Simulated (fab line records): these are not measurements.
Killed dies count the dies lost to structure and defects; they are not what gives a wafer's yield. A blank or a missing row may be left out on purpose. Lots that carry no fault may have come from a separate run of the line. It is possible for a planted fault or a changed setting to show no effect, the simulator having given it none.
Which of the tools did it? :: flow nandHarc :: 13 lots with 39 wafers sampled at 5 steps, on a route of 1159 steps

## WHAT EACH GAUGE READ, for each wafer
NHARC_END_SORT_01.
lot: L329
measured: day 22 03:39
on: prober-02
killedAtArray: 72 73 61
killedAtOther: 0 0 0
killedAtPeriphery: 2 0 0
killedDies: 74 73 61
killedOpen: 4 4 2
killedShort: 0 0 0

lot: L326
measured: day 22 06:53
on: prober-01
killedAtArray: 88 83 78
killedAtOther: 0 0 0
killedAtPeriphery: 9 10 2
killedDies: 97 93 80
killedOpen: 4 6 2
killedShort: 0 0 1

## WHAT TOOL EACH LOT RAN ON (gives the tool, then ch and the chambers of the sampled wafers, and finally the start)
lot: L318
NHARC_A_CONTACT_ETCH_96: rieDiel-10 ch 0,1,2, day 16 15:16
NHARC_A_BONDPAD_PRE_CLEAN_26: pvdSputter-01, day 18 05:21 or earlier
NHARC_A_BONDPAD_CMP_19: cmp-02 ch 0,1,2, day 18 05:21
NHARC_THIN_TSV_ETCH_15: rieSi-06 ch 0,2,3, day 19 00:59

lot: L319
NHARC_A_CONTACT_ETCH_96: rieDiel-03 ch 0,2, day 16 21:49
NHARC_A_BONDPAD_PRE_CLEAN_26: pvdSputter-01, day 18 11:04 or earlier
NHARC_A_BONDPAD_CMP_19: cmp-01 ch 0,3, day 18 11:04
NHARC_THIN_TSV_ETCH_15: rieSi-02 ch 0,2, day 19 01:37

lot: L320
NHARC_A_CONTACT_ETCH_96: rieDiel-10 ch 0,1,3, day 16 22:35
NHARC_A_BONDPAD_PRE_CLEAN_26: pvdSputter-03, day 18 14:38 or earlier
NHARC_A_BONDPAD_CMP_19: cmp-04 ch 0,1,3, day 18 14:38
NHARC_THIN_TSV_ETCH_15: rieSi-02 ch 0,1,2, day 19 03:09

lot: L321
NHARC_A_CONTACT_ETCH_96: rieDiel-10 ch 0,1,3, day 17 04:43
NHARC_A_BONDPAD_PRE_CLEAN_26: pvdSputter-03, day 18 15:40 or earlier
NHARC_A_BONDPAD_CMP_19: cmp-01 ch 1,2, day 18 15:40
NHARC_THIN_TSV_ETCH_15: rieSi-06 ch 2,3, day 19 07:35

lot: L325
NHARC_A_CONTACT_ETCH_96: rieDiel-03 ch 0,1, day 17 17:39
NHARC_A_BONDPAD_PRE_CLEAN_26: pvdSputter-01, day 19 15:05 or earlier
NHARC_A_BONDPAD_CMP_19: cmp-01 ch 1,2, day 19 15:05
NHARC_THIN_TSV_ETCH_15: rieSi-02 ch 1,2, day 20 04:52

lot: L323
NHARC_A_CONTACT_ETCH_96: rieDiel-10 ch 0,2,3, day 18 05:16
NHARC_A_BONDPAD_PRE_CLEAN_26: pvdSputter-01, day 19 20:56 or earlier
NHARC_A_BONDPAD_CMP_19: cmp-02 ch 1,2, day 19 20:56
NHARC_THIN_TSV_ETCH_15: rieSi-03 ch 0,1, day 20 14:19

lot: L327
NHARC_A_CONTACT_ETCH_96: rieDiel-12 ch 0,2,3, day 18 21:52
NHARC_A_BONDPAD_PRE_CLEAN_26: pvdSputter-03, day 20 07:27 or earlier
NHARC_A_BONDPAD_CMP_19: cmp-04 ch 0,3, day 20 07:27
NHARC_THIN_TSV_ETCH_15: rieSi-03 ch 0,1,2, day 21 01:09

lot: L329
NHARC_A_CONTACT_ETCH_96: rieDiel-10 ch 1,2,3, day 19 04:08
NHARC_A_BONDPAD_PRE_CLEAN_26: pvdSputter-02, day 20 12:24 or earlier
NHARC_A_BONDPAD_CMP_19: cmp-01 ch 0,3, day 20 12:24
NHARC_THIN_TSV_ETCH_15: rieSi-02 ch 0,3, day 21 03:26

lot: L326
NHARC_A_CONTACT_ETCH_96: rieDiel-10 ch 0,3, day 19 08:04
NHARC_A_BONDPAD_PRE_CLEAN_26: pvdSputter-03, day 20 15:30 or earlier
NHARC_A_BONDPAD_CMP_19: cmp-01 ch 2,3, day 20 15:30
NHARC_THIN_TSV_ETCH_15: rieSi-03 ch 0,1, day 21 05:22

lot: L333
NHARC_A_CONTACT_ETCH_96: rieDiel-12 ch 1,2,3, day 20 11:52
NHARC_A_BONDPAD_PRE_CLEAN_26: pvdSputter-02, day 22 11:21 or earlier
NHARC_A_BONDPAD_CMP_19: cmp-02 ch 0,1,3, day 22 11:21
NHARC_THIN_TSV_ETCH_15: rieSi-06 ch 0,1,3, day 23 01:14

lot: L339
NHARC_A_CONTACT_ETCH_96: rieDiel-03 ch 0,1,2, day 22 05:17
NHARC_A_BONDPAD_PRE_CLEAN_26: pvdSputter-02, day 23 13:47 or earlier
NHARC_A_BONDPAD_CMP_19: cmp-01 ch 0,1,3, day 23 13:47
NHARC_THIN_TSV_ETCH_15: rieSi-03 ch 1,2,3, day 24 03:38

lot: L338
NHARC_A_CONTACT_ETCH_96: rieDiel-12 ch 0,1,3, day 22 07:42
NHARC_A_BONDPAD_PRE_CLEAN_26: pvdSputter-02, day 23 16:00 or earlier
NHARC_A_BONDPAD_CMP_19: cmp-02 ch 0,2,3, day 23 16:00
NHARC_THIN_TSV_ETCH_15: rieSi-06 ch 1,2,3, day 24 04:52

lot: L340
NHARC_A_CONTACT_ETCH_96: rieDiel-03 ch 0,2, day 22 10:14
NHARC_A_BONDPAD_PRE_CLEAN_26: pvdSputter-03, day 24 03:50 or earlier
NHARC_A_BONDPAD_CMP_19: cmp-01 ch 0,2, day 24 03:50
NHARC_THIN_TSV_ETCH_15: rieSi-06 ch 0,1,3, day 24 17:37
- NHARC_A_CONTACT_ETCH_96: etches the open film in C4F6/O2, target depth 20 nm, time 10 s.
- NHARC_A_BONDPAD_PRE_CLEAN_26: time 30 s.
- NHARC_A_BONDPAD_CMP_19: polishes, t overpolish 30 s, cu recess touch 16 s, target thk 169.8 nm.
- NHARC_THIN_TSV_ETCH_15: target depth 3000 nm, bosch target overetch cycles 2, bosch etch step 2.8 s.

## WHAT THE TOOLS THEMSELVES READ (means of the sampled wafers that have a number; where no wafer has one, the mark that the record gives instead)
NHARC_A_CONTACT_ETCH_96.
lot: L318
tool: rieDiel-10
drypumpMotorCurrentA (A): 5.8
oesProductAu (a.u.): 0.974
rfVppV (V): 545.1
showerheadPlenumPTorr (Torr): 3.84
throttleValvePct (%): 26.903

lot: L319
tool: rieDiel-03
drypumpMotorCurrentA (A): 5.2
oesProductAu (a.u.): 0.978
rfVppV (V): 547.4
showerheadPlenumPTorr (Torr): 3.97
throttleValvePct (%): 26.905

lot: L320
tool: rieDiel-10
drypumpMotorCurrentA (A): 5.9
oesProductAu (a.u.): 0.970
rfVppV (V): 545.6
showerheadPlenumPTorr (Torr): 3.86
throttleValvePct (%): 26.894

lot: L321
tool: rieDiel-10
drypumpMotorCurrentA (A): 5.9
oesProductAu (a.u.): 0.990
rfVppV (V): 546.1
showerheadPlenumPTorr (Torr): 3.86
throttleValvePct (%): 26.902

lot: L325
tool: rieDiel-03
drypumpMotorCurrentA (A): 5.0
oesProductAu (a.u.): 1.006
rfVppV (V): 547.5
showerheadPlenumPTorr (Torr): 3.94
throttleValvePct (%): 26.905

lot: L323
tool: rieDiel-10
drypumpMotorCurrentA (A): 5.4
oesProductAu (a.u.): 1.014
rfVppV (V): 544.4
showerheadPlenumPTorr (Torr): 3.80
throttleValvePct (%): 26.902

lot: L327
tool: rieDiel-12
drypumpMotorCurrentA (A): 5.7
oesProductAu (a.u.): 0.995
rfVppV (V): 548.7
showerheadPlenumPTorr (Torr): 4.01
throttleValvePct (%): 26.894

lot: L329
tool: rieDiel-10
drypumpMotorCurrentA (A): 5.9
oesProductAu (a.u.): 0.935
rfVppV (V): 544.0
showerheadPlenumPTorr (Torr): 3.74
throttleValvePct (%): 26.895

lot: L326
tool: rieDiel-10
drypumpMotorCurrentA (A): 5.4
oesProductAu (a.u.): 0.949
rfVppV (V): 547.3
showerheadPlenumPTorr (Torr): 3.92
throttleValvePct (%): 26.902

lot: L333
tool: rieDiel-12
drypumpMotorCurrentA (A): 5.8
oesProductAu (a.u.): 0.946
rfVppV (V): 547.2
showerheadPlenumPTorr (Torr): 3.93
throttleValvePct (%): 26.901

lot: L339
tool: rieDiel-03
drypumpMotorCurrentA (A): 5.1
oesProductAu (a.u.): 0.962
rfVppV (V): 546.6
showerheadPlenumPTorr (Torr): 3.93
throttleValvePct (%): 26.891

lot: L338
tool: rieDiel-12
drypumpMotorCurrentA (A): 5.6
oesProductAu (a.u.): 0.964
rfVppV (V): 546.8
showerheadPlenumPTorr (Torr): 3.88
throttleValvePct (%): 26.905

lot: L340
tool: rieDiel-03
drypumpMotorCurrentA (A): 5.2
oesProductAu (a.u.): 1.002
rfVppV (V): 547.1
showerheadPlenumPTorr (Torr): 3.94
throttleValvePct (%): 26.908

NHARC_A_BONDPAD_PRE_CLEAN_26.
lot: L318
tool: pvdSputter-01
heaterPowerW (W): 468

lot: L319
tool: pvdSputter-01
heaterPowerW (W): 402

lot: L320
tool: pvdSputter-03
heaterPowerW (W): 408

lot: L321
tool: pvdSputter-03
heaterPowerW (W): 409

lot: L325
tool: pvdSputter-01
heaterPowerW (W): 410

lot: L323
tool: pvdSputter-01
heaterPowerW (W): 499

lot: L327
tool: pvdSputter-03
heaterPowerW (W): 419

lot: L329
tool: pvdSputter-02
heaterPowerW (W): 438

lot: L326
tool: pvdSputter-03
heaterPowerW (W): 415

lot: L333
tool: pvdSputter-02
heaterPowerW (W): 447

lot: L339
tool: pvdSputter-02
heaterPowerW (W): 406

lot: L338
tool: pvdSputter-02
heaterPowerW (W): 403

lot: L340
tool: pvdSputter-03
heaterPowerW (W): 435

NHARC_A_BONDPAD_CMP_19.
lot: L318
tool: cmp-02
motorCurrentA (A): 11.4
overpolishRunS (s): 29.999

lot: L319
tool: cmp-01
motorCurrentA (A): 11.5
overpolishRunS (s): 30.007

lot: L320
tool: cmp-04
motorCurrentA (A): 10.9
overpolishRunS (s): 30.000

lot: L321
tool: cmp-01
motorCurrentA (A): 12.6
overpolishRunS (s): 29.997

lot: L325
tool: cmp-01
motorCurrentA (A): 13.3
overpolishRunS (s): 30.006

lot: L323
tool: cmp-02
motorCurrentA (A): 11.3
overpolishRunS (s): 30.010

lot: L327
tool: cmp-04
motorCurrentA (A): 9.9
overpolishRunS (s): 30.003

lot: L329
tool: cmp-01
motorCurrentA (A): 11.4
overpolishRunS (s): 29.991

lot: L326
tool: cmp-01
motorCurrentA (A): 13.5
overpolishRunS (s): 30.005

lot: L333
tool: cmp-02
motorCurrentA (A): 11.8
overpolishRunS (s): 29.992

lot: L339
tool: cmp-01
motorCurrentA (A): 11.4
overpolishRunS (s): 29.990

lot: L338
tool: cmp-02
motorCurrentA (A): 11.4
overpolishRunS (s): 29.997

lot: L340
tool: cmp-01
motorCurrentA (A): 13.6
overpolishRunS (s): 29.999

NHARC_THIN_TSV_ETCH_15.
lot: L318
tool: rieSi-06
drypumpMotorCurrentA (A): 6.1

lot: L319
tool: rieSi-02
drypumpMotorCurrentA (A): 5.0

lot: L320
tool: rieSi-02
drypumpMotorCurrentA (A): 5.1

lot: L321
tool: rieSi-06
drypumpMotorCurrentA (A): 6.2

lot: L325
tool: rieSi-02
drypumpMotorCurrentA (A): 5.2

lot: L323
tool: rieSi-03
drypumpMotorCurrentA (A): 6.1

lot: L327
tool: rieSi-03
drypumpMotorCurrentA (A): 6.0

lot: L329
tool: rieSi-02
drypumpMotorCurrentA (A): 5.0

lot: L326
tool: rieSi-03
drypumpMotorCurrentA (A): 6.1

lot: L333
tool: rieSi-06
drypumpMotorCurrentA (A): 5.7

lot: L339
tool: rieSi-03
drypumpMotorCurrentA (A): 6.0

lot: L338
tool: rieSi-06
drypumpMotorCurrentA (A): 5.8

lot: L340
tool: rieSi-06
drypumpMotorCurrentA (A): 5.7

## THE ANSWER, worked out from the rows above alone
Rule: the lots themselves supply what counts as usual. The widest of any qualifying gaps counts: lots, ordered by their means at a reading, are off when they make up no more than a third of the lots, leave a main group of 4 or more, and stand apart from it by 3 or more times the standard deviation of that group's means. A main group whose means are all the same, to the digits that the tables above print for the reading, isn't used. Also off: a lot with no number at a reading for which 4 or more lots have one. All remaining lots with rows at the step are treated as sound. Order of review: gauges by route order, followed by the tools' own readings, for which a lot's mean as printed above is used. The first step at which some lot is off is used, and at that step the reading that is off furthest; a lot without a number counts as furthest.
Across all readings shown, no lot is off: no conclusion can be drawn from this.

## WHAT THE SIMULATOR HAD PUT IN
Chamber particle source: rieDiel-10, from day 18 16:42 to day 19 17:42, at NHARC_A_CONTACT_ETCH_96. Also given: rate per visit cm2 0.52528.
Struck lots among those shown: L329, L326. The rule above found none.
